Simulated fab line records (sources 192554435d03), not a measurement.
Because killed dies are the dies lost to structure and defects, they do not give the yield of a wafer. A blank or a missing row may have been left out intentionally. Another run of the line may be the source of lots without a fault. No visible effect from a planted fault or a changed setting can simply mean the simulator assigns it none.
Check for tools in common -- flow n5_finfet -- Sampled: 9 lots, 27 wafers

WHY IT WAS OPENED
2 of 9 lots carry a flag on the reading RS_SD_N at N5_SD_ACTIVATION_RS_MEAS_03. No-fault wafers: 21.9 ohm/sq, standard deviation 0.31.
Rule: flag the lot when none of its wafers has a number, or when each of its wafers that has one lies beyond 4 standard deviations from that mean. All remaining lots are regarded as sound.

lot,measured,on,"RS_SD_N (ohm/sq), wafer by wafer",flag
L537,day 4 12:05,film_metro-01,21.6 21.8 21.6,
L538,day 4 16:21,film_metro-01,21.2 21.4 21.6,
L539,day 4 23:25,film_metro-01,21.4 21.5 21.9,
L540,day 5 03:27,film_metro-02,22.4 22.5 22.2,
L541,day 5 10:58,film_metro-01,21.6 21.4 21.2,
L543,day 5 21:39,film_metro-01,21.5 21.4 21.8,
L550,day 7 16:26,film_metro-02,27.4 26.6 27.1,FLAGGED
L552,day 8 01:52,film_metro-01,26.7 26.9 26.9,FLAGGED
L556,day 9 03:32,film_metro-02,22.0 22.2 22.5,
On average the flagged lots' numbers are 26.9 ohm/sq, which is +5.0 ohm/sq against the usual, or +16 standard deviations.

TOOL THAT RAN EACH LOT
Before the reading, the record contains 2 process steps out of a 1938-step route. In each cell: the tool, then ch and the chambers that the sampled wafers went through, then the start.
lot,flag,N5_SD_EPI_P_ETCH_36,N5_SD_ACTIVATION_LSA_01
L537,,"rie_diel-06 ch 0,2,3, day 4 05:52","laser_anneal-02 ch 0, day 4 11:53"
L538,,"rie_diel-02 ch 0,2,3, day 4 12:11","laser_anneal-01 ch 0, day 4 16:10"
L539,,"rie_diel-02 ch 0,2,3, day 4 19:17","laser_anneal-02 ch 0, day 4 23:12"
L540,,"rie_diel-01 ch 1,2,3, day 4 22:20","laser_anneal-01 ch 0, day 5 03:15"
L541,,"rie_diel-02 ch 0,1,3, day 5 06:44","laser_anneal-02 ch 0, day 5 10:46"
L543,,"rie_diel-02 ch 0,1,2, day 5 16:41","laser_anneal-02 ch 0, day 5 21:26"
L550,FLAGGED,"rie_diel-06 ch 0,3, day 7 12:17","laser_anneal-02 ch 0, day 7 16:14"
L552,FLAGGED,"rie_diel-06 ch 0,1,3, day 7 21:44","laser_anneal-02 ch 0, day 8 01:40"
L556,,"rie_diel-02 ch 1,2,3, day 8 23:24","laser_anneal-01 ch 0, day 9 03:20"
What these steps do:
- N5_SD_EPI_P_ETCH_36: etches SiARC in CF4, target depth 45.5 nm, time 75.8 s.
- N5_SD_ACTIVATION_LSA_01: time 0.0008 s.
- N5_SD_ACTIVATION_RS_MEAS_03: measures by four-point-probe.

FLAGGED AGAINST TOTAL, ONE TOOL AT A TIME (gauges that did the reading follow at the end)
step,tool,lots run,flagged,share of the flagged lots,sound lots run after its first flagged lot
N5_SD_EPI_P_ETCH_36,rie_diel-01,1,0,none,-
N5_SD_EPI_P_ETCH_36,rie_diel-02,5,0,none,-
N5_SD_EPI_P_ETCH_36,rie_diel-06,3,2,all,0
N5_SD_ACTIVATION_LSA_01,laser_anneal-01,3,0,none,-
N5_SD_ACTIVATION_LSA_01,laser_anneal-02,6,2,all,0
N5_SD_ACTIVATION_RS_MEAS_03,film_metro-01,6,1,some,0
N5_SD_ACTIVATION_RS_MEAS_03,film_metro-02,3,1,some,1 (L556)

WHAT THE TABLE ALLOWS
Table rows that saw every flagged lot: 2, namely rie_diel-06 at N5_SD_EPI_P_ETCH_36 and laser_anneal-02 at N5_SD_ACTIVATION_LSA_01.
- rie_diel-06 at N5_SD_EPI_P_ETCH_36: 2 of its 3 lots flagged. It ran its last sound lot, L537, at day 4 05:52 and its first flagged lot, L550, at day 7 12:17: a fault with its onset between the two fits.
- laser_anneal-02 at N5_SD_ACTIVATION_LSA_01: 2 of its 6 lots flagged. It ran its last sound lot, L543, at day 5 21:26 and its first flagged lot, L550, at day 7 16:14: a fault with its onset between the two fits. Its own readings lie more than 4 standard deviations out on every wafer of the flagged lots: wafer_temp_C_max.
These 2 tools cannot be told apart by counting lots, since each of them fits a fault that started at some hour. More lots, or a look at what each step does to the wafer, might.

WHAT THE SIMULATOR HAD INSERTED
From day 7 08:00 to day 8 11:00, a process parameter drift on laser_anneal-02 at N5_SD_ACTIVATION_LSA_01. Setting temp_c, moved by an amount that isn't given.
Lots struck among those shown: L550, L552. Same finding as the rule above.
